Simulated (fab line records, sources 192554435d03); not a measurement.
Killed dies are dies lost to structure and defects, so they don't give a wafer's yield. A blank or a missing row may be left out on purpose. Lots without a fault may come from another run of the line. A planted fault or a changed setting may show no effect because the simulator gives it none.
fab line records | flow n5_finfet
record lots=7 wafers=39
route steps=1938 shown DUMMY_GATE@228 HKMG_FIN@413 GATE_CUT@469 MOL_CONTACT_COAG@588 BEOL_M4@1111
start_h: hours from the record's first day to the start of the lot's first wafer shown | wait_h: hours since the lot's step before | " the same as in the row above | L1.1+2: a row that stands for several wafers | - no value, or no start given | * or withheld: withheld | < > ~ a bound
route shown NAME@n: a module of which the file shows steps, and the number in the route of the first | usual: mean/standard deviation of fault-free wafers | same: alike in all rows | chamber/n: place in a boat | sites: the reading at each site | _std_site: their standard deviation | _edge_site: outer sites' mean less inner sites' | radius_mm: how far each site lies from the wafer's centre | mask NAME#n: copy n | behind: the tool/chamber that last shaped the wafer | hold: why the lot was held/for how many hours/how that ended | device: the transistor (n, p or np) that didn't switch | end of line: the same wafers' tests at the end of the route | a step without rows: its recipe alone | killed: dies lost to structure and defects at the first sort, not the wafer's yield | map: a wafer's dies, x killed, . not, _ none there
set.NAME: the setting as run; set.NAME@STEP: as run at that earlier step | model.NAME: the simulator's own value behind a step, which no gauge read
lots whose settings were changed on purpose; a table a step, a row a wafer
## steps
# step N5_DUMMY_GATE_EXPOSE_12
# recipe mask_id=GATE na=0.33 source_shape=annular sigma_inner=0.2 sigma_outer=0.6 polarization=unpolarized target_cd_nm=25 dose_mj=34
# step N5_DUMMY_GATE_ETCH_37
# recipe chemistry=N2/H2 target=SOC target_depth_a=600 overetch_a=300 temp_c=40 ion_energy_ev=200 pressure_mtorr=30 source_w=840 bias_w=150 n2_flow_sccm=200 h2_flow_sccm=200
# step N5_DUMMY_GATE_ETCH_32
# recipe chemistry=CF4 target=SiO2 target_depth_a=35 time_s=3.9 ion_energy_ev=350 pressure_mtorr=10 icp_w=800 bias_w=400 cf4_flow_sccm=80
# step N5_DUMMY_GATE_ETCH_44
# recipe chemistry=HBr/O2 over_etch_frac=0.7 target_depth_a=1275 stop_on=SiO2 ion_energy_ev=60 bias_w=20 target=poly-Si mask_material=SiO2 pressure_mtorr=20 icp_w=400 HBr_flow_sccm=120 O2_flow_sccm=10
# step N5_HKMG_FIN_CVD_62
# recipe material=a-Si target_thk_a=30 temp_c=500 precursor=Si2H6 pressure_torr=1 time_s=20.8
# step N5_HKMG_FIN_ETCH_32
# recipe chemistry=N2/H2 target=SOC target_depth_a=2400 temp_c=40 time_s=300 ion_energy_ev=200 mask_material=SiARC pressure_mtorr=30 source_w=840 bias_w=150 n2_flow_sccm=200 h2_flow_sccm=200
# step N5_HKMG_FIN_ALD_91
# recipe material=TiN target_thk_a=10 temp_c=400 ald_precursor_family=TiCl4 ald_co_reactant=NH3 pulse_time_s=1 purge_time_s=3 co_reactant_purge_time_s=2 co_reactant_pulse_time_s=2 ald_cycles=47 pressure_torr=3
# step N5_GATE_CUT_ETCH_58
# recipe chemistry=CH3F/O2 target=SiNx target_depth_a=170 time_s=128.6 ion_energy_ev=50 pressure_mtorr=30 source_w=415 bias_w=21 Ar_flow_sccm=150 CH3F_flow_sccm=30 O2_flow_sccm=20
# step N5_MOL_CONTACT_COAG_ETCH_47
# recipe chemistry=CH3F/O2 target=SiNx target_depth_a=270 mask_material=SiO2 stop_on=W over_etch_frac=0.2 ion_energy_ev=120 endpoint=OES-CN pressure_mtorr=30 source_w=395 bias_w=73 Ar_flow_sccm=150 CH3F_flow_sccm=30 O2_flow_sccm=20 ends=end_point
# step N5_BEOL_M4_RC_MEAS_101
# usual IOFF_N_LONG=5.42e-05/2.5e-06 VT_N=250/3.2 VT_N_LONG=275.8/2 VT_N_LVT=98/3.2
# columns lot.wafer tool chamber start_h wait_h set.dose_mj@DUMMY_GATE_EXPOSE_12 set.source_w@DUMMY_GATE_ETCH_37 set.time_s@DUMMY_GATE_ETCH_32 set.target_depth_a@DUMMY_GATE_ETCH_44 set.time_s@HKMG_FIN_CVD_62 set.target_depth_a@HKMG_FIN_ETCH_32 set.temp_c@HKMG_FIN_ALD_91 set.source_w@GATE_CUT_ETCH_58 set.over_etch_frac@MOL_CONTACT_COAG_ETCH_47 IOFF_N_LONG[nA/um] VT_N[mV] VT_N_LONG[mV] VT_N_LVT[mV]
L075.4 prober-02 0 181.62 0.5 34 840 3.9 1275 20.8 2400 400 415 0.2 5.37e-05 249 274.6 97
L075.5 " 0 " " 34 840 3.9 1275 20.8 2400 400 415 0.2 5.28e-05 249 276.5 98
L075.6 " 0 " " 34 840 3.9 1275 20.8 2400 400 415 0.2 5.36e-05 250 275.8 96
L082.1 prober-02 0 216.99 0.0 34 840 3.9 1275 20.8 2400 400 415 0.2 5.47e-05 255 277.4 101
L082.2 " 0 " " 31.34 840 3.9 1275 20.62 2400 395.4 415 0.2 5.66e-05 252 272.8 100
L082.3 " 0 " " 34 840 2.996 1275 20.62 2400 395.4 353 0.2093 5.65e-05 254 274.4 102
L082.4 " 0 " " 34 840 2.996 1275 20.8 2400 400 415 0.2093 5.24e-05 255 279.6 102
L082.5 " 0 " " 31.34 840 3.9 1275 20.8 2400 395.4 353 0.2093 5.73e-05 256 276.4 105
L082.6 " 0 " " 31.34 840 2.996 1275 20.62 2400 400 353 0.2 5.43e-05 257 276.5 106
L083.1 prober-01 0 222.10 0.0 32.58 896.8 3.052 1275 20.8 2658 400 443.4 0.2 5.82e-05 247 274.0 95
L083.2 " 0 " " 34 896.8 3.052 1275 20.8 2400 400 415 0.2 5.69e-05 247 273.3 95
L083.3 " 0 " " 34 840 3.052 1275 20.94 2658 400 415 0.2 5.61e-05 247 276.1 94
L083.4 " 0 " " 32.58 840 3.9 1275 20.94 2400 400 415 0.2 5.64e-05 247 275.7 91
L083.5 " 0 " " 34 896.8 3.9 1275 20.94 2400 400 443.4 0.2 5.69e-05 240 273.4 88
L083.6 " 0 " " 32.58 840 3.9 1275 20.8 2658 400 443.4 0.2 5.67e-05 254 274.2 100
L089.1 prober-01 0 261.93 0.0 32.16 840 3.9 1179 20.51 2589 408.2 484 0.2 4.74e-05 258 281.2 106
L089.2 " 0 " " 34 840 2.966 1179 20.8 2589 400 415 0.2 4.98e-05 255 277.4 103
L089.3 " 0 " " 32.16 840 3.9 1275 20.8 2589 408.2 484 0.2105 4.57e-05 255 281.2 102
L089.4 " 0 " " 32.16 840 2.966 1275 20.51 2400 400 484 0.2 5.05e-05 253 278.2 103
L089.5 " 0 " " 34 840 2.966 1275 20.8 2400 408.2 415 0.2105 4.6e-05 260 282.8 106
L089.6 " 0 " " 34 840 3.9 1179 20.51 2400 400 415 0.2105 5.04e-05 251 273.9 100
L090.1 prober-02 0 267.15 0.0 34 840 3.9 1275 20.8 2552 392.9 341 0.2 5.65e-05 248 273.6 96
L090.2 " 0 " " 34 840 4.717 1181 20.8 2400 400 415 0.2 5.33e-05 253 273.6 102
L090.3 " 0 " " 34 996.4 4.717 1275 20.8 2400 392.9 415 0.2 5.64e-05 244 271.5 93
L090.4 " 0 " " 34 996.4 3.9 1275 20.8 2400 400 341 0.2 5.32e-05 253 276.2 104
L090.5 " 0 " " 34 840 3.9 1181 20.8 2552 392.9 415 0.2 5.79e-05 246 270.6 95
L090.6 " 0 " " 34 996.4 4.717 1181 20.8 2552 400 341 0.2 5.18e-05 250 278.1 100
L093.1 prober-01 0 290.80 0.0 34 988.4 3.9 1275 20.69 2686 400 448 0.1928 5.46e-05 251 274.3 98
L093.2 " 0 " " 35.52 840 3.36 1275 20.69 2686 386.4 415 0.1928 6.37e-05 242 268.5 91
L093.3 " 0 " " 35.52 840 3.36 1275 20.8 2400 386.4 448 0.1928 6.41e-05 238 267.4 86
L093.4 " 0 " " 34 840 3.9 1275 20.8 2400 400 415 0.2 5.52e-05 245 272.5 94
L093.5 " 0 " " 35.52 988.4 3.9 1275 20.8 2686 386.4 415 0.2 6.45e-05 239 267.3 87
L093.6 " 0 " " 34 988.4 3.36 1275 20.69 2400 400 448 0.2 5.46e-05 250 275.0 96
L097.1 prober-02 0 310.92 0.0 36.23 968 4.576 1275 21.07 2299 400 449.2 0.2 5.18e-05 251 277.5 99
L097.2 " 0 " " 36.23 840 4.576 1193 21.07 2299 400 415 0.2091 5.17e-05 251 276.1 98
L097.3 " 0 " " 36.23 840 3.9 1193 20.8 2299 400 449.2 0.2091 5.28e-05 248 278.9 96
L097.4 " 0 " " 34 968 3.9 1275 21.07 2400 400 415 0.2 5.27e-05 251 275.0 98
L097.5 " 0 " " 34 840 4.576 1275 20.8 2400 400 415 0.2091 5.14e-05 252 280.4 101
L097.6 " 0 " " 34 968 3.9 1193 20.8 2400 400 449.2 0.2 5.22e-05 255 278.2 103
## key
split step=N5_DUMMY_GATE_EXPOSE_12 setting=dose_mj stated_as=34
response none clear
split step=N5_DUMMY_GATE_ETCH_37 setting=source_w stated_as=840
response none clear
split step=N5_DUMMY_GATE_ETCH_32 setting=time_s stated_as=3.9
response none clear
split step=N5_DUMMY_GATE_ETCH_44 setting=target_depth_a stated_as=1275
response none clear
split step=N5_HKMG_FIN_CVD_62 setting=time_s stated_as=20.8
response none clear
split step=N5_HKMG_FIN_ETCH_32 setting=target_depth_a stated_as=2400
response none clear
split step=N5_HKMG_FIN_ALD_91 setting=temp_c stated_as=400
response step=N5_BEOL_M4_RC_MEAS_101 reading=IOFF_N_LONG slope=-2.5e-06 per=1% together_with=all explained=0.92
response step=N5_BEOL_M4_RC_MEAS_101 reading=VT_N_LONG slope=+2.29 per=1% together_with=all explained=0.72
response step=N5_BEOL_M4_RC_MEAS_101 reading=VT_N_LVT slope=+2.55 per=1% together_with=all explained=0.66
response step=N5_BEOL_M4_RC_MEAS_101 reading=VT_N slope=+2.83 per=1% together_with=all explained=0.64
split step=N5_GATE_CUT_ETCH_58 setting=source_w stated_as=415
response none clear
split step=N5_MOL_CONTACT_COAG_ETCH_47 setting=over_etch_frac stated_as=0.2
response none clear
